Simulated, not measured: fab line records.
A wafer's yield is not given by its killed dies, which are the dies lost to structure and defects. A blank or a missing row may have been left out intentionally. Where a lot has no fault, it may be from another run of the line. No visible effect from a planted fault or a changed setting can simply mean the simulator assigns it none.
Matching of chambers / flow nand_harc / 4 sister chambers for NHARC_P_STI_ETCH_15 on rie_si-03
The step etches the open film in HBr/Cl2, target depth 300 nm, time 100.1 s. 4 wafers are shown with their chamber, then 8 later ones without.

WAFERS, EACH WITH ITS CHAMBER
wafer=L080.6; chamber=0; drypump_motor_current_A (A)=6.3
wafer=L083.2; chamber=2; drypump_motor_current_A (A)=6.0
wafer=L083.3; chamber=3; drypump_motor_current_A (A)=5.4
wafer=L085.2; chamber=1; drypump_motor_current_A (A)=6.0

WAFERS WITHOUT THEIR CHAMBER
wafer=L085.4; drypump_motor_current_A (A)=5.4
wafer=L085.5; drypump_motor_current_A (A)=5.4
wafer=L086.1; drypump_motor_current_A (A)=6.3
wafer=L086.5; drypump_motor_current_A (A)=6.1
wafer=L086.6; drypump_motor_current_A (A)=6.0
wafer=L097.2; drypump_motor_current_A (A)=5.4
wafer=L097.4; drypump_motor_current_A (A)=6.3
wafer=L097.5; drypump_motor_current_A (A)=6.0

CHAMBER TAKEN BY EACH
wafer=L085.4; from the rows above=3; in truth=3
wafer=L085.5; from the rows above=3; in truth=3
wafer=L086.1; from the rows above=0; in truth=0
wafer=L086.5; from the rows above=can't be placed: 1 or 2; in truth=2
wafer=L086.6; from the rows above=can't be placed: 1 or 2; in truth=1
wafer=L097.2; from the rows above=3; in truth=3
wafer=L097.4; from the rows above=0; in truth=0
wafer=L097.5; from the rows above=can't be placed: 1 or 2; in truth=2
Correct placement for 5 of the 8. Not placeable from these rows: 3 (in 3, the candidates include the true chamber). Wrongly placed: 0.
How it was worked out, from the rows above alone: a wafer's distance from a chamber is the root of the sum, over the readings, of the square of ((its reading less the chamber's mean) divided by the reading's scatter). If the next closest chamber is less than 2 further off than the closest, the wafer can't be placed; otherwise it belongs to the closest. For every chamber, the mean is computed from those of its wafers that are shown. The scatter (one wafer shown for each chamber): square how far every hidden wafer sits from the nearest shown wafer, average those squares and take the square root.
